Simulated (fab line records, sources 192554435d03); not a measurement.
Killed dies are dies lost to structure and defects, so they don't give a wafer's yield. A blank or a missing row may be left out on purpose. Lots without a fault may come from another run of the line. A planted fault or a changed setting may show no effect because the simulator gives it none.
Problem report in the 8D (eight disciplines) form, filled by code | flow n5_finfet | the parts of the form that need people (team, actions taken, sign-off) are left out

1. THE PROBLEM
run_length_s at N5_FIN_SAQP_PECVD_47 reads a mean of 78.8 s on 3 wafers of 2 lots; wafers without a fault read 72.8 s with a standard deviation of 0.57. That is +11 standard deviations from the usual mean.
The step: deposits a-Si from SiH4/He, target thk 45 nm, time 36.3 s.
First seen on wafer L788.5, day 5 15:32, on pecvd-04. The record holds 27 wafers of 9 lots with a number at this step. Rule for "out", or "out of limits": more than 4 standard deviations from the usual mean. The other wafers with a number count as sound.

2. WHAT IT IS AND WHAT IT IS NOT
question                    | is                     | is not
which readings at this step | run_length_s           | heater_power_w, showerhead_plenum_p_Torr
which lots                  | L788, L789             | L775, L778, L780, L783, L792, L793, L794
which wafers of those lots  | L788.5, L788.6, L789.5 | L788.1, L789.1, L789.2
read on which tools         | pecvd-04               | pecvd-01, pecvd-02
when                        | from day 5 15:32       | up to then (13 sound wafers); but 11 sound wafers of L789, L792, L793, L794 came after

3. SUSPECTS, AND WHAT RULES EACH OUT
Counting: a tool at a process step up to the reading stays a suspect if it ran every lot that is out. Sound lots after the first of them don't rule it out here, since some wafers of a struck lot are sound.
- rie_diel-01 at N5_PMOS_HMC_CHANNEL_EPI_ETCH_32 (etches BARC in N2/H2, stops on SiO2, target depth 85.8 nm, time 50.3 s): kept. It ran every lot that is out, first L788 (day 5 11:38); its last sound lot up to then is L780 (day 3 12:41).
- pecvd-04 at N5_FIN_SAQP_PECVD_47 (deposits a-Si from SiH4/He, target thk 45 nm, time 36.3 s): kept. It ran every lot that is out, first L788 (day 5 15:32); its last sound lot up to then is L783 (day 4 09:32). Its own readings are out on those wafers: run_length_s.
Left after counting: rie_diel-01 at N5_PMOS_HMC_CHANNEL_EPI_ETCH_32, pecvd-04 at N5_FIN_SAQP_PECVD_47.

4. THE CAUSE (what the simulator had put in)
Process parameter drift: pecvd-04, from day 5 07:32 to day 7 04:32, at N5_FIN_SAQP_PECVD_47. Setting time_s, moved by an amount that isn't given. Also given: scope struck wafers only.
Counting left 2 suspects, and this tool is among them.

5. THE CHAIN OF EFFECTS, in route order
Each row: a reading whose mean over the struck wafers that have a number lies more than 3 standard deviations from the usual. Only readings for which the record gives a usual standard deviation are gone through. hours: the time from each lot's start at the first step in this table that gives one to its start at this step, as a median over the lots. sigmas: the change in usual standard deviations.
hours | step                        | reading        | usual      | on struck wafers | change | sigmas
0     | N5_FIN_SAQP_PECVD_47        | run_length_s   | 72.8 s     | 78.8             | +6.0   | +11
4     | N5_FIN_SAQP_MANDREL_ETCH_58 | oes_product_au | 0.695 a.u. | 0.753            | +0.058 | +6.3
The process steps in it:
- N5_FIN_SAQP_PECVD_47: deposits a-Si from SiH4/He, target thk 45 nm, time 36.3 s.
- N5_FIN_SAQP_MANDREL_ETCH_58: etches a-Si in HBr/Cl2, stops on SiNx, target depth 45 nm, bt time 10 s, time 27 s.
Later measuring or inspecting steps at which every struck wafer that the step has a row for has a number for every such reading, and none has moved that far: N5_BEOL_M4_RC_MEAS_101.

6. WHAT WOULD HAVE CAUGHT IT SOONER
In this record the first reading out of limits was taken at day 5 15:32, 8 hours after the fault began at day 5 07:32.
